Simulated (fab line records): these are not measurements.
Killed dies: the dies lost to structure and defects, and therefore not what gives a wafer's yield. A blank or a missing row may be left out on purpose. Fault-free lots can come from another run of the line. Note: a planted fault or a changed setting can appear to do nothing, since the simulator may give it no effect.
Commonality check across tools    flow n5Finfet    9 lots and 24 wafers in the sample

## WHY IT WAS OPENED
N5_BEOL_M5_THK_MEAS_53, reading M5_THK: flagged on 3 of 9 lots. No-fault wafers: 60.4 nm, standard deviation 1.8.
Rule: flag the lot when none of its wafers has a number, or when each of its wafers that has one lies beyond 4 standard deviations from that mean. As for the other lots, they are considered sound.

lot   measured      on            M5_THK (nm), wafer by wafer  flag
L514  day 10 18:27  filmMetro-02  297.8 292.5 297.2            FLAGGED
L512  day 11 17:46  filmMetro-01  292.5 289.8 289.4            FLAGGED
L517  day 11 21:35  filmMetro-02  297.9 293.9 298.2            FLAGGED
L518  day 11 22:35  filmMetro-02  61.8 62.6 60.9               
L522  day 13 01:59  filmMetro-01  59.4 61.2                    
L523  day 13 03:16  filmMetro-02  59.9 59.1 58.7               
L527  day 14 04:28  filmMetro-02  60.0 61.5                    
L528  day 14 06:02  filmMetro-02  62.1 63.6                    
L529  day 14 08:45  filmMetro-02  61.3 62.5 60.2               
Flagged lots average 294.4 nm: +234.0 nm relative to the usual, that is +99 or more standard deviations.

## LOT BY LOT: THE TOOL USED
The record holds 4 process steps before the reading, out of a route of 1938 steps. Read each cell as the tool, then ch plus the chambers that the sampled wafers visited, then the start.
lot   flag     N5_BEOL_M5_PRE_CLEAN_45      N5_BEOL_M5_ANNEAL_84         N5_BEOL_M5_SPUTTER_90        N5_BEOL_M5_CMP_52
L514  FLAGGED  pvdSputter-01, day 10 09:15  pvdSputter-02, day 10 14:02  pvdSputter-02, day 10 16:08  cmp-03 ch 2,3, day 10 18:10
L512  FLAGGED  pvdSputter-02, day 11 10:54  pvdSputter-01, day 11 14:40  pvdSputter-01, day 11 16:46  cmp-02 ch 0,2,3, day 11 17:29
L517  FLAGGED  pvdSputter-02, day 11 13:49  pvdSputter-02, day 11 18:34  pvdSputter-02, day 11 20:40  cmp-02 ch 0,1, day 11 21:18
L518           pvdSputter-02, day 11 14:07  pvdSputter-01, day 11 19:10  pvdSputter-01, day 11 21:16  cmp-03 ch 0,1, day 11 22:20
L522           pvdSputter-01, day 12 19:56  pvdSputter-01, day 12 23:05  pvdSputter-01, day 13 01:10  cmp-02 ch 0,3, day 13 01:46
L523           pvdSputter-03, day 12 21:24  pvdSputter-03, day 13 00:22  pvdSputter-03, day 13 02:28  cmp-02 ch 1,2,3, day 13 03:00
L527           pvdSputter-02, day 13 22:31  pvdSputter-02, day 14 01:34  pvdSputter-02, day 14 03:40  cmp-02 ch 2,3, day 14 04:13
L528           pvdSputter-03, day 14 00:14  pvdSputter-01, day 14 03:08  pvdSputter-01, day 14 05:14  cmp-02 ch 2,3, day 14 05:46
L529           pvdSputter-03, day 14 02:14  pvdSputter-03, day 14 05:18  pvdSputter-03, day 14 07:24  cmp-03 ch 0,3, day 14 08:29
What is done by these steps:
- N5_BEOL_M5_PRE_CLEAN_45: time 30 s.
- N5_BEOL_M5_ANNEAL_84: time 1800 s.
- N5_BEOL_M5_SPUTTER_90: material Cu, target thk 4.5 nm, time 8.29 s.
- N5_BEOL_M5_CMP_52: polishes, stops on SiCOH lowk, t overpolish 6.9 s, target thk 62 nm.
- N5_BEOL_M5_THK_MEAS_53: measures by xrf.

## FLAGGED AGAINST TOTAL, ONE TOOL AT A TIME (gauges that did the reading follow at the end)
step                     tool           lots run  flagged  share of the flagged lots  sound lots run after its first flagged lot
N5_BEOL_M5_PRE_CLEAN_45  pvdSputter-01  2         1        some                       1 (L522)
N5_BEOL_M5_PRE_CLEAN_45  pvdSputter-02  4         2        some                       2 (L518,L527)
N5_BEOL_M5_PRE_CLEAN_45  pvdSputter-03  3         0        none                       -
N5_BEOL_M5_ANNEAL_84     pvdSputter-01  4         1        some                       3 (L518,L522,L528)
N5_BEOL_M5_ANNEAL_84     pvdSputter-02  3         2        some                       1 (L527)
N5_BEOL_M5_ANNEAL_84     pvdSputter-03  2         0        none                       -
N5_BEOL_M5_SPUTTER_90    pvdSputter-01  4         1        some                       3 (L518,L522,L528)
N5_BEOL_M5_SPUTTER_90    pvdSputter-02  3         2        some                       1 (L527)
N5_BEOL_M5_SPUTTER_90    pvdSputter-03  2         0        none                       -
N5_BEOL_M5_CMP_52        cmp-02         6         2        some                       4 (L522,L523,L527,L528)
N5_BEOL_M5_CMP_52        cmp-03         3         1        some                       2 (L518,L529)
N5_BEOL_M5_THK_MEAS_53   filmMetro-01   2         1        some                       1 (L522)
N5_BEOL_M5_THK_MEAS_53   filmMetro-02   7         2        some                       5 (L518,L523,L527,L528,L529)

## WHAT THE TABLE ALLOWS
No row of the table ran every flagged lot.

## WHAT WAS PUT IN BY THE SIMULATOR
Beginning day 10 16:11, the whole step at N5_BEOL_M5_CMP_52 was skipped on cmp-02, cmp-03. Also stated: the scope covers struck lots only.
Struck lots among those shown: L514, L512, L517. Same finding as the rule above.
